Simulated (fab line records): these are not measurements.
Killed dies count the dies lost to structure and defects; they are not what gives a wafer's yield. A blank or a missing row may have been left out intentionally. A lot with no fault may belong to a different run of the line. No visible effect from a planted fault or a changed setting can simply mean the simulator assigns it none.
What tool caused it? -- flow nandHarc -- 12 lots, 36 wafers sampled, at 5 steps of a route of 1159

## WHAT EACH GAUGE READ, for each wafer
NHARC_A_SLIT_CD_MEAS_21.
lot,measured,on,cdNm (nm)
L136,day 14 14:20,cdSem-03,289.5 289.5 289.1
L137,day 14 16:28,cdSem-02,290.9 290.5 289.7
L142,day 15 14:47,cdSem-03,288.3 289.3 289.4
L141,day 15 14:58,cdSem-03,290.0 289.8 289.9
L143,day 15 20:01,cdSem-02,290.0 290.2 290.2
L144,day 16 18:48,cdSem-02,289.4 291.2 290.4
L148,day 17 08:17,cdSem-03,290.2 289.8 289.3
L151,day 18 12:44,cdSem-01,289.2 290.1 289.3
L152,day 18 19:25,cdSem-01,288.1 289.1 288.8
L156,day 19 13:20,cdSem-03,290.5 290.0 288.8
L157,day 20 03:19,cdSem-02,290.5 291.2 289.8
L159,day 20 09:59,cdSem-03,289.3 289.8 289.0

NHARC_END_SORT_01.
lot,measured,on,killedAtArray,killedAtOther,killedAtPeriphery,killedDies,killedOpen,killedShort
L151,day 23 07:02,prober-01,673 27 31,1 1 0,3 3 1,677 31 32,3 1 3,3 2 3
L152,day 23 22:07,prober-01,677 30 28,0 1 0,0 0 2,677 31 30,3 4 2,3 2 2

## WHICH TOOL RAN EACH LOT (tool, then ch and the chambers of the sampled wafers, then the start)
lot,NHARC_A_SGD_CUT_ETCHBACK_24,NHARC_A_SGD_CUT_STRIP_28,NHARC_A_WL_FILL_ALD_19
L136,"rieDiel-04 ch 0,1,3, day 14 04:37","rieDiel-04 ch 0,2,3, day 14 14:20 or earlier","aldMetal-04 ch 0,2,3, day 15 21:01"
L137,"rieDiel-04 ch 0,3, day 14 07:41","rieDiel-04 ch 2,3, day 14 16:28 or earlier","aldMetal-04 ch 1,2,3, day 16 03:22"
L142,"rieDiel-04 ch 1,2,3, day 15 06:40","rieDiel-04 ch 1,2,3, day 15 14:47 or earlier","aldMetal-04 ch 1,2,3, day 16 22:49"
L141,"rieDiel-10 ch 1,2, day 15 06:41","rieDiel-10 ch 0,1,2, day 15 06:50","aldMetal-02 ch 0,1,3, day 17 01:52"
L143,"rieDiel-01 ch 0,3, day 15 10:49","rieDiel-01 ch 1,2, day 15 20:01 or earlier","aldMetal-01 ch 0,1,2, day 17 05:29"
L144,"rieDiel-04 ch 0,1,2, day 16 04:39","rieDiel-04 ch 0,3, day 16 18:48 or earlier","aldMetal-02 ch 0,1, day 18 04:32"
L148,"rieDiel-04 ch 0,2,3, day 17 01:31","rieDiel-04 ch 0,1,3, day 17 08:17 or earlier","aldMetal-01 ch 1,2,3, day 18 20:56"
L151,"rieDiel-10 ch 0,1,3, day 18 04:53","rieDiel-10 ch 1,3, day 18 12:44 or earlier","aldMetal-02 ch 0,2,3, day 19 20:22"
L152,"rieDiel-10 ch 1,3, day 18 10:39","rieDiel-10 ch 1,3, day 18 19:25 or earlier","aldMetal-02 ch 0,1,2, day 20 03:01"
L156,"rieDiel-01 ch 1,2,3, day 19 06:15","rieDiel-01 ch 0,1,3, day 19 13:20 or earlier","aldMetal-01 ch 0,1,3, day 20 21:41"
L157,"rieDiel-01 ch 0,1, day 19 19:39","rieDiel-01 ch 0,1,3, day 20 03:19 or earlier","aldMetal-01 ch 2,3, day 21 08:49"
L159,"rieDiel-01 ch 1,2,3, day 20 02:00","rieDiel-01 ch 0,1,2, day 20 09:59 or earlier","aldMetal-04 ch 0,2,3, day 21 15:47"
- NHARC_A_SGD_CUT_ETCHBACK_24: etches the open film in CH3F/O2, target depth 50 nm, time 92.857 s.
- NHARC_A_SGD_CUT_STRIP_28: strips in O2, time 20 s.
- NHARC_A_WL_FILL_ALD_19: deposits TiN, target thk 2 nm, pulse time 3 s, ald cycles 100.

## WHAT THE TOOLS THEMSELVES READ (means of the sampled wafers that have a number; where no wafer has one, the mark that the record gives instead)
NHARC_A_SGD_CUT_ETCHBACK_24.
lot,tool,drypumpMotorCurrentA (A),oesProductAu (a.u.),rfVppV (V),showerheadPlenumPTorr (Torr),throttleValvePct (%)
L136,rieDiel-04,5.6,0.93,245.7,2.55,20.664
L137,rieDiel-04,5.8,1.02,244.7,2.54,20.662
L142,rieDiel-04,5.9,1.01,246.4,2.58,20.666
L141,rieDiel-10,5.7,1.00,244.8,2.46,20.667
L143,rieDiel-01,6.4,1.01,245.0,2.50,20.660
L144,rieDiel-04,5.5,0.93,244.7,2.56,20.663
L148,rieDiel-04,5.6,1.01,246.5,2.56,20.652
L151,rieDiel-10,6.0,0.95,244.2,2.39,20.662
L152,rieDiel-10,6.0,0.93,242.8,2.38,20.659
L156,rieDiel-01,5.9,1.00,244.3,2.44,20.663
L157,rieDiel-01,6.3,0.93,246.5,2.57,20.657
L159,rieDiel-01,5.9,0.93,244.5,2.44,20.664

NHARC_A_SGD_CUT_STRIP_28.
lot,tool,drypumpMotorCurrentA (A),oesProductAu (a.u.),rfVppV (V),showerheadPlenumPTorr (Torr),throttleValvePct (%)
L136,rieDiel-04,5.5,1.001,57.9,3.66,17.035
L137,rieDiel-04,5.8,1.008,58.5,3.71,17.042
L142,rieDiel-04,5.9,1.010,58.3,3.70,17.037
L141,rieDiel-10,5.8,1.001,57.2,3.49,17.030
L143,rieDiel-01,5.8,0.996,58.1,3.61,17.045
L144,rieDiel-04,5.3,1.005,58.5,3.62,17.033
L148,rieDiel-04,5.7,1.013,57.9,3.65,17.029
L151,rieDiel-10,6.0,0.988,57.5,3.42,17.037
L152,rieDiel-10,6.0,0.999,57.9,3.42,17.040
L156,rieDiel-01,6.4,1.012,57.8,3.58,17.046
L157,rieDiel-01,6.4,1.001,57.5,3.58,17.041
L159,rieDiel-01,5.8,1.004,58.0,3.61,17.029

NHARC_A_WL_FILL_ALD_19.
lot,tool,heaterPowerW (W),precursorPulseHeightRel
L136,aldMetal-04,1146,0.994
L137,aldMetal-04,1059,1.014
L142,aldMetal-04,1075,1.004
L141,aldMetal-02,1153,0.975
L143,aldMetal-01,1202,1.005
L144,aldMetal-02,1191,1.002
L148,aldMetal-01,1246,1.004
L151,aldMetal-02,1100,0.999
L152,aldMetal-02,1140,0.993
L156,aldMetal-01,1154,0.991
L157,aldMetal-01,1212,0.995
L159,aldMetal-04,1163,0.981

## THE ANSWER, worked out from the rows above alone
Rule: usual is defined by the lots themselves. Put in order of their means at a reading, lots are off if they are a third of the lots or fewer, leave a main group of 4 or more, and stand apart from it by a gap of 3 or more times the standard deviation of the main group's means; of several such gaps the widest counts. A main group is skipped when, at the precision printed for the reading in the tables above, its means are all equal. A lot without any number at a reading at which 4 lots or more have one is off too. Any other lot the step has rows for is counted as sound. The gauges are gone through in route order, then the tools' own readings, and for those a lot's mean is taken as printed above. The first step at which some lot is off is used, and at that step the reading that is off furthest; a lot without a number counts as furthest.
Across all readings shown, no lot is off: no conclusion can be drawn from this.

## WHAT THE SIMULATOR HAD PUT IN
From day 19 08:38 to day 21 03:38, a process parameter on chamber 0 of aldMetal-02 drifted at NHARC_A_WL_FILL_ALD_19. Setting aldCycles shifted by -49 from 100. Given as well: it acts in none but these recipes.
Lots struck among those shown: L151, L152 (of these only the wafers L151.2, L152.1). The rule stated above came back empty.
